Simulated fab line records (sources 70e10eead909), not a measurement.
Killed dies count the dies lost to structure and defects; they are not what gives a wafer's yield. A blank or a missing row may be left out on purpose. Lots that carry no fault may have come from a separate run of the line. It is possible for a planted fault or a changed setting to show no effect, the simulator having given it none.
Chamber matching | flow nandHarc | 4 sister chambers for NHARC_A_STAIRCASE_CMP_450 on cmp-01
The step polishes SiO2, target thk 200 nm. 24 wafers are shown with their chamber, then 12 later ones without.

## WAFERS PAIRED WITH THEIR CHAMBERS
wafer  | chamber | motorCurrentA (A) | slurryFilterDpKPa (kPa)
L074.2 | 1       | 12.2              | 13.28
L074.3 | 3       | 13.0              | 13.45
L074.6 | 3       | 12.9              | 13.64
L080.1 | 2       | 12.2              | 13.41
L080.5 | 1       | 12.5              | 13.44
L080.6 | 2       | 11.5              | 13.63
L078.3 | 0       | 14.1              | 13.23
L078.4 | 3       | 13.1              | 13.64
L078.5 | 0       | 13.3              | 13.51
L079.2 | 3       | 13.0              | 13.60
L079.3 | 2       | 12.0              | 13.49
L079.6 | 3       | 13.6              | 13.65
L081.1 | 1       | 11.8              | 13.39
L081.2 | 3       | 13.7              | 13.38
L081.6 | 1       | 13.0              | 13.33
L082.2 | 3       | 12.7              | 13.63
L082.4 | 2       | 12.3              | 13.58
L082.6 | 3       | 13.6              | 13.52
L086.2 | 2       | 12.0              | 13.36
L086.3 | 1       | 12.8              | 13.59
L086.5 | 2       | 10.7              | 13.67
L087.2 | 1       | 12.6              | 13.58
L087.3 | 2       | 11.6              | 13.48
L087.5 | 3       | 13.2              | 13.67

SIGNATURES (means of the wafers above)
reading           | chamber 0 | chamber 1 | chamber 2 | chamber 3 | scatter within a chamber
motorCurrentA     | 13.700    | 12.483    | 11.757    | 13.200    | 0.451
slurryFilterDpKPa | 13.3700   | 13.4350   | 13.5171   | 13.5756   | 0.119
Rule: distance of a wafer from a chamber = root of the sum over the readings of ((wafer's reading minus chamber's mean) / reading's scatter) squared. The wafer belongs to the nearest chamber; if the next one is less than 2 further off, it can't be placed. The scatter is the square root of a quotient: the sum, over the shown wafers, of each reading's squared deviation from its chamber's mean, divided by wafers minus chambers.

## WAFERS MISSING THEIR CHAMBER
wafer  | motorCurrentA (A) | slurryFilterDpKPa (kPa)
L088.2 | 12.6              | 13.46
L088.4 | 13.4              | 13.30
L088.5 | 13.2              | 13.54
L090.1 | 13.0              | 13.54
L090.3 | 12.7              | 13.70
L090.5 | 12.8              | 13.51
L091.1 | 13.2              | 13.67
L091.5 | 13.6              | 13.52
L091.6 | 13.4              | 13.42
L095.3 | 12.9              | 13.71
L095.5 | 13.5              | 13.69
L095.6 | 12.9              | 13.86

## EACH ONE'S CHAMBER
wafer  | from the rows above               | in truth
L088.2 | can't be placed: 1 or 3 or 2      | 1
L088.4 | can't be placed: 0 or 1 or 3      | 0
L088.5 | can't be placed: 3 or 0 or 1      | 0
L090.1 | can't be placed: 3 or 1 or 0      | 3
L090.3 | can't be placed: 3 or 1 or 2      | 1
L090.5 | can't be placed: 1 or 3 or 2 or 0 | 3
L091.1 | can't be placed: 3 or 1 or 0      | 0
L091.5 | can't be placed: 3 or 0 or 1      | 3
L091.6 | can't be placed: 0 or 3 or 1      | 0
L095.3 | can't be placed: 3 or 1 or 2      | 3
L095.5 | can't be placed: 3 or 0 or 1      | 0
L095.6 | can't be placed: 3 or 1 or 2      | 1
Correctly placed: 0 of 12. These rows do not allow placing 12 (true chamber among the candidates in 12). Number placed wrongly: 0.
